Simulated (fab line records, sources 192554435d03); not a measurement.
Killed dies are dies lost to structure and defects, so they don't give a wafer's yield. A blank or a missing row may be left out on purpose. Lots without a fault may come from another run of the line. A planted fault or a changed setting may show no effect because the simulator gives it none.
Split-lot experiment | flow n5_finfet | 7 lots, 21 wafers read, on a route of 1938 steps

THE SPLIT
At N5_PASSIVATION_EXPOSE_27 (exposes mask PAD, defocus 0 nm), the setting dose_mj was moved away from the recipe's 32.3 on 5 of the 21 wafers read, by +2.6% to +6.6%. The other wafers ran this setting at the recipe's value.

FROM THE SPLIT TO THE READING: what the file shows between them, 3 steps
- N5_PASSIVATION_PEB_28
- N5_PASSIVATION_DEVELOP_29: develop time 60 s
- N5_PASSIVATION_HARDBAKE_31: time 120 s

THE READING
cd_nm, in nm, at N5_PASSIVATION_CD_MEAS_30 (target cd 4000 nm). Fault-free wafers of this fab line usually give 4001.1 nm, standard deviation 2.7 nm.

wafer  | tool, chamber at the split | dose_mj as run | against the recipe | cd_nm, nm | against lot-mates on the recipe
L076.1 | krf_scanner-01, 0          | 33.4           | +3.4%              | 4008.8    | +5.9
L076.4 | krf_scanner-01, 0          | 32.3           | recipe             | 4002.3    | -
L076.6 | krf_scanner-01, 0          | 32.3           | recipe             | 4003.4    | -
L079.1 | krf_scanner-01, 0          | 32.3           | recipe             | 3999.7    | -
L079.3 | krf_scanner-01, 0          | 32.3           | recipe             | 4002.6    | -
L079.6 | krf_scanner-01, 0          | 32.3           | recipe             | 4003.0    | -
L080.1 | krf_scanner-01, 0          | 32.3           | recipe             | 3998.6    | -
L080.3 | krf_scanner-01, 0          | 32.3           | recipe             | 4000.8    | -
L080.4 | krf_scanner-01, 0          | 32.3           | recipe             | 4001.9    | -
L082.2 | krf_scanner-02, 0          | 34.43          | +6.6%              | 4006.0    | +7.7
L082.3 | krf_scanner-02, 0          | 34.43          | +6.6%              | 4008.1    | +9.8
L082.5 | krf_scanner-02, 0          | 32.3           | recipe             | 3998.3    | -
L086.2 | krf_scanner-02, 0          | 32.3           | recipe             | 4003.2    | -
L086.3 | krf_scanner-02, 0          | 32.3           | recipe             | 4003.2    | -
L086.5 | krf_scanner-02, 0          | 32.3           | recipe             | 4003.5    | -
L089.2 | krf_scanner-01, 0          | 32.3           | recipe             | 4005.1    | -
L089.4 | krf_scanner-01, 0          | 34.02          | +5.3%              | 4010.2    | +6.5
L089.6 | krf_scanner-01, 0          | 32.3           | recipe             | 4002.3    | -
L090.1 | krf_scanner-02, 0          | 32.3           | recipe             | 3999.4    | -
L090.5 | krf_scanner-02, 0          | 33.13          | +2.6%              | 4002.7    | +4.4
L090.6 | krf_scanner-02, 0          | 32.3           | recipe             | 3997.1    | -

THE FIT
A straight line over all 21 wafers: cd_nm changes by +1.09 nm for each +1% of dose_mj; r = +0.73; the points scatter about the line by 2.4 nm.
The same after taking each lot's own level away (the mean of its wafers on the recipe; 21 wafers): +1.35 nm for each +1%; r = +0.94; scatter 1.1 nm.
On that fit, the largest move of dose_mj shifts the reading by 8.9 nm.
The lots' own levels span 3998.25 to 4003.70 nm, that is 2.0 times the standard deviation above.
So the lot-to-lot level blurs the effect unless lot-mates are compared.
Check: with one of the wafers moved furthest among these (+6.6%) left out of the fit, the line predicts +9.58 nm for it against its lot-mates. It came out at +7.7 nm against them.

OTHER SPLITS ON THESE WAFERS
These wafers also went through other splits before the reading. Each is held against what the fit with the lots' levels taken away leaves over:
other split on the same wafers         | wafers away from the commonest value | r with cd_nm (lot level and that fit taken away)
N5_BEOL_M14_PEB_26 peb_temp_c          | 6                                    | +0.28
N5_BEOL_M14_TRENCH_ETCH_34 bias_w      | 4                                    | -0.32
N5_MIM_BOT_SPUTTER_00 time_s           | 8                                    | -0.32
N5_PASSIVATION_SPUTTER_20 target_thk_a | 5                                    | -0.11

THE FILE'S OWN FIT
cd_nm changes by +1.38 nm for each +1% of dose_mj, r = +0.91.
